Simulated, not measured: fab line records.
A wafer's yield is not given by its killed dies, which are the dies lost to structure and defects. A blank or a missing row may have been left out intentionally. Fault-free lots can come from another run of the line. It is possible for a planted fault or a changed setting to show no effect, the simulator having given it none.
The tool behind it: which one? -- flow nandHarc -- Sampling: 11 lots, 33 wafers, 6 of 1159 route steps

== WHAT THE GAUGES READ, wafer by wafer ==
NHARC_END_SORT_01.
lot,measured,on,killedAtArray
L806,day 20 03:45,prober-01,16 20 17
L809,day 20 10:55,prober-02,22 27 31
L811,day 20 17:53,prober-02,8 17 18
L812,day 21 14:51,prober-01,19 12 13
L819,day 23 13:26,prober-01,675 674 675
L823,day 24 04:32,prober-02,17 25 21
L822,day 24 02:54,prober-01,677 677 677
L824,day 24 12:23,prober-01,30 31 32
L826,day 24 22:47,prober-02,52 49 42
L827,day 24 15:02,prober-02,19 26 27
L825,day 25 02:26,prober-01,16 22 16

== EACH LOT AND THE TOOL THAT RAN IT (in order: tool; ch and the chambers of the sampled wafers; start) ==
lot,NHARC_A_CONTACT_CMP_20,NHARC_A_BLC_ETCH_16,NHARC_A_BLC_STRIP_29,NHARC_A_BLC_CVD_24,NHARC_A_BLC_CMP_25
L806,"cmp-02 ch 1,2,3, day 17 17:33","rieDiel-04 ch 0,1,3, day 17 18:43","rieDiel-09 ch 2,3, day 17 19:41","cvdW-01 ch 0,1, day 17 20:55","cmp-02 ch 0,3, day 17 21:14"
L809,"cmp-02 ch 0,1,3, day 18 04:44","rieDiel-13 ch 1,2,3, day 18 05:49","rieDiel-13 ch 0,1,2, day 18 06:46","cvdW-01 ch 0,1, day 18 07:49","cmp-03 ch 0,1,3, day 18 08:16"
L811,"cmp-01 ch 0,2,3, day 18 16:52","rieDiel-04 ch 0,1,2, day 18 17:55","rieDiel-13 ch 0,2,3, day 18 18:52","cvdW-01 ch 0,1, day 18 20:53","cmp-03 ch 1,2,3, day 18 21:25"
L812,"cmp-04 ch 0,2,3, day 19 16:33","rieDiel-04 ch 0,1,3, day 19 17:44","rieDiel-04 ch 1,2,3, day 19 18:42","cvdW-02 ch 0, day 19 20:58","cmp-02 ch 0,2,3, day 19 21:47"
L819,"cmp-02 ch 0,1,2, day 21 07:22","rieDiel-13 ch 0,1,2, day 21 08:34","rieDiel-13 ch 0,1,2, day 21 09:32","cvdW-02 ch 0,1, day 21 19:38","cmp-03 ch 0,1,3, day 21 20:11"
L823,"cmp-04 ch 1,2, day 21 22:02","rieDiel-13 ch 0,2, day 21 23:14","rieDiel-04 ch 1,3, day 22 00:12","cvdW-02 ch 0,1, day 22 01:21","cmp-03 ch 0,2,3, day 22 01:44"
L822,"cmp-02 ch 1,2,3, day 22 00:23","rieDiel-04 ch 1,2,3, day 22 01:27","rieDiel-13 ch 2,3, day 22 02:34","cvdW-01 ch 0,1, day 22 03:32","cmp-04 ch 0,1, day 22 04:07"
L824,"cmp-01 ch 2,3, day 22 06:49","rieDiel-13 ch 0,1,3, day 22 08:00","rieDiel-13 ch 0,1, day 22 08:58","cvdW-02 ch 0,1, day 22 11:56","cmp-04 ch 0,1,3, day 22 12:22"
L826,"cmp-01 ch 0,1,3, day 22 20:05","rieDiel-13 ch 1,2,3, day 22 21:16","rieDiel-09 ch 0,1,2, day 22 22:15","cvdW-02 ch 0,1, day 22 23:18","cmp-03 ch 0,2,3, day 22 23:47"
L827,"cmp-01 ch 0,2,3, day 22 20:49","rieDiel-04 ch 1,2, day 22 22:02","rieDiel-04 ch 1,2,3, day 22 23:11","cvdW-02 ch 0,1, day 23 01:08","cmp-04 ch 0,1,2, day 23 01:40"
L825,"cmp-02 ch 0,1,3, day 23 00:50","rieDiel-04 ch 1,3, day 23 02:01","rieDiel-04 ch 1,3, day 23 03:08","cvdW-02 ch 0,1, day 23 04:20","cmp-04 ch 2,3, day 23 04:53"
- NHARC_A_CONTACT_CMP_20: polishes, t overpolish 30 s, target thk 300 nm.
- NHARC_A_BLC_ETCH_16: etches the open film in CF4, target depth 39 nm, time 65 s.
- NHARC_A_BLC_STRIP_29: strips in CF4.
- NHARC_A_BLC_CVD_24: deposits W, target thk 150 nm, time 434 s.
- NHARC_A_BLC_CMP_25: polishes, t overpolish 30 s, target thk 150 nm.

== THE ANSWER, worked out from the rows above alone ==
Rule: what is usual is taken from the lots themselves. The widest of any qualifying gaps counts: lots, ordered by their means at a reading, are off when they make up no more than a third of the lots, leave a main group of 4 or more, and stand apart from it by 3 or more times the standard deviation of that group's means. Not used: any main group whose means are identical at the precision the tables above print for the reading. Also off: a lot with no number at a reading for which 4 or more lots have one. All remaining lots with rows at the step are treated as sound.
Off: L819, L822 (NHARC_END_SORT_01, killedAtArray). Mean 24 and standard deviation 9.9 in the main group.
If a tool, at a process step before that reading, ran all the lots that are off and no sound lot after the first of them, it fits. Those tools and the gauges at NHARC_END_SORT_01 are tried in the same way. No candidate that was tried fits.

== WHAT THE SIMULATOR HAD INSERTED ==
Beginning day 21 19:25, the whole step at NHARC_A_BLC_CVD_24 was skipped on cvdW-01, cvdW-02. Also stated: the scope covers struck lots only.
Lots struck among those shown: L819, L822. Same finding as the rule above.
